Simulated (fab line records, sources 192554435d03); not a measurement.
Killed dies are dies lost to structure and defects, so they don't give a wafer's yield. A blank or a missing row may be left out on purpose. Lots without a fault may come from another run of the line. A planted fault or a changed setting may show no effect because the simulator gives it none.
A struck lot beside a sound one | flow n5_finfet | 32 steps out of a route of 1938
Sound: wafers L224.2, L224.3, L224.5. Struck: wafers L229.2, L229.5, L229.6. The cause comes at the end.
At each step with rows: each side's tool, then ch and its chambers, then its first start. Under that, the readings that differ: sound wafers | struck wafers | difference of the means | sigmas: that difference in standard deviations of wafers without a fault.
alike: readings whose means differ by less than 2 such deviations, and words and numbers that are the same on both sides. not compared: withheld readings, readings that some wafer has no value for, bounds like >300 that may hide the same value, and numbers for which the record gives no deviation and whose values overlap.
The two part at a step that has a row with sigmas, a row that says differs or no value, or rows on one side only. Numbers that don't overlap but have no deviation are shown without sigmas and don't part them. A reading that every wafer of one side lacks parts them only if that side has two wafers or more.

first, 10 steps without rows for these wafers: N5_SD_EPI_P_SRD_20 (time 30 s); N5_SD_EPI_P_PRECLEAN_51 (cleans in NF3:NH3, afs cycles 1, time 20 s, sublimation time 60 s); N5_SD_EPI_P_VAPOR_ETCH_44 (etches SiGe30 in NF3/Ar, time 3.3 s); N5_SD_EPI_P_EPI_21 (deposits SiGe:B, time 355 s); N5_SD_EPI_P_HM_STRIP_48 (strips SiNx in H3PO4, material SiNx, target depth 3 nm); N5_SD_EPI_P_SRD_49 (time 30 s); N5_SD_EPI_P_PRECLEAN_24 (cleans in O3/DIW, time 45 s); N5_SD_EPI_P_PRECLEAN_32 (cleans in dHF, time 10 s); N5_SD_EPI_P_PRECLEAN_33 (cleans in SC2, time 45 s); N5_SD_EPI_P_SRD_25 (time 30 s).
N5_SD_ACTIVATION_RTA_00: time 0 s.
  sound on rtp_anneal-02 ch 0, day 7 01:56; struck on rtp_anneal-02 ch 0, day 8 05:30
  reading             | sound             | struck            | difference | sigmas
  lamp_power_pct (%)  | 8.99 8.94 8.90    | 9.28 9.31 9.26    | +0.34      | +7
  lamp_zone_1_pct (%) | 8.975 8.951 8.943 | 9.287 9.305 9.278 | +0.334     | +13
  lamp_zone_2_pct (%) | 8.952 8.947 8.959 | 9.275 9.282 9.265 | +0.321     | +14
  lamp_zone_3_pct (%) | 8.971 9.007 8.972 | 9.234 9.275 9.232 | +0.264     | +11
  lamp_zone_4_pct (%) | 8.967 8.926 8.941 | 9.234 9.239 9.259 | +0.299     | +12
  lamp_zone_5_pct (%) | 8.962 8.952 8.991 | 9.257 9.276 9.255 | +0.294     | +12
  lamp_zone_6_pct (%) | 8.907 8.907 8.877 | 9.188 9.158 9.194 | +0.283     | +11
  lamp_zone_7_pct (%) | 9.342 9.367 9.332 | 9.702 9.694 9.650 | +0.335     | +13
  alike: wafer_temp_C_max
then, 19 steps without rows for these wafers: N5_SD_ACTIVATION_LSA_01 (time 0.0008 s); N5_ILD0_LINER_00 (material SiNx, target thk 4 nm, pulse time 1 s, purge time 2 s); N5_ILD0_FCVD_FILL_01 (material SiO2 flowable, target thk 200 nm, time 328.3 s); N5_ILD0_CURE_02 (time 1800 s); N5_ILD0_CMP_03 (polishes, stops on SiNx, t overpolish 1.9 s, target thk 197.38 nm); N5_ILD0_CMP_07 (polishes SiO2 flowable, stops on poly-Si, t overpolish 1.18 s, target thk 138.88 nm); N5_ILD0_PRECLEAN_10 (cleans in NF3:NH3, afs cycles 5, time 20 s, sublimation time 60 s); N5_ILD0_ALD_15 (deposits SiNx, target thk 24 nm, pulse time 1 s, ald cycles 480); N5_ILD0_CMP_12 (polishes SiNx, stops on poly-Si, t overpolish 6 s, target thk 17.67 nm); N5_SDB_HM_DEP_00 (deposits SiNx from SiH4/NH3/N2, target thk 40 nm, time 35.3 s); N5_SDB_COAT_03 (time 60 s, resist thk 100 nm); N5_SDB_COAT_04 (time 60 s, resist thk 18 nm); N5_SDB_COAT_05 (resist thk 90 nm); N5_SDB_EBR_07; N5_SDB_SOFTBAKE_06 (time 60 s); N5_SDB_EXPOSE_08 (exposes mask SDB); N5_SDB_PEB_09 (peb time 60 s); N5_SDB_DEVELOP_10 (develop time 30 s); N5_SDB_DESCUM_16 (chemistry O2, time 7.9 s).
-- the record jumps here: 4 days lie between the struck wafers' starts before and after (it left off in module SDB and takes up again in module BEOL_M4, whose first step shown is number 1111 of the route) --
N5_BEOL_M4_RC_MEAS_101:
  sound on prober-01 ch 0, day 11 20:44; struck on prober-01 ch 0, day 12 11:35
  reading            | sound             | struck            | difference | sigmas
  DIBL_N (mV/V)      | 36.5 34.8 38.1    | 43.4 43.0 44.7    | +7.2       | +6
  IOFF_N (nA/um)     | 0.170 0.130 0.192 | 0.326 0.301 0.368 | +0.168     | +6
  IOFF_N_85C (nA/um) | 3.3 2.6 3.7       | 5.6 5.3 6.2       | +2.5       | +6
  IOFF_N_LIN (nA/um) | 0.076 0.060 0.084 | 0.129 0.123 0.136 | +0.056     | +6
  ION_N (uA/um)      | 673 656 676       | 732 724 727       | +59        | +6
  ION_P (uA/um)      | 462 457 458       | 474 481 475       | +18        | +2
  REXT_N (ohm.um)    | 76.5 74.7 77.0    | 67.3 67.4 67.0    | -8.8       | -6
  VT_N (mV)          | 250 252 249       | 238 239 239       | -12        | -4
  VT_N_LVT (mV)      | 99 104 100        | 90 91 89          | -11        | -3
  alike: DIBL_P, IOFF_P, SS_N, SS_P, VT_P
-- the record jumps here: 4 days lie between the struck wafers' starts before and after (it left off in module BEOL_M4 and takes up again in module PASSIVATION, whose first step shown is number 1936 of the route) --
N5_PASSIVATION_PROBE_49:
  sound on prober-01, day 16 05:00; struck on prober-01, day 16 12:04
  reading                | sound | struck         | difference | sigmas
  sort_bin_4_leakage (%) | 0 0 0 | 1.69 0.59 7.03 | +3.10      |
  alike: defect_limited_yield, killed_at_M0_to_M3, killed_at_M4_up, killed_at_contacts, killed_at_front_end, killed_at_other, killed_dies, killed_on_rim, killed_open, killed_short, sort_bin_5_function, sort_bin_6_memory, sort_n_pass, sort_yield_pct

WHERE THEY PART
First at N5_SD_ACTIVATION_RTA_00; last, within this record, at N5_BEOL_M4_RC_MEAS_101. Later steps at which nothing parts them and some readings are alike: N5_PASSIVATION_PROBE_49.

WHY: what the simulator had put in
Process parameter drift: rtp_anneal-02, from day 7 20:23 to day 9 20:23, at N5_SD_ACTIVATION_RTA_00. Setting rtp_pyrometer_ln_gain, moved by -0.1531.
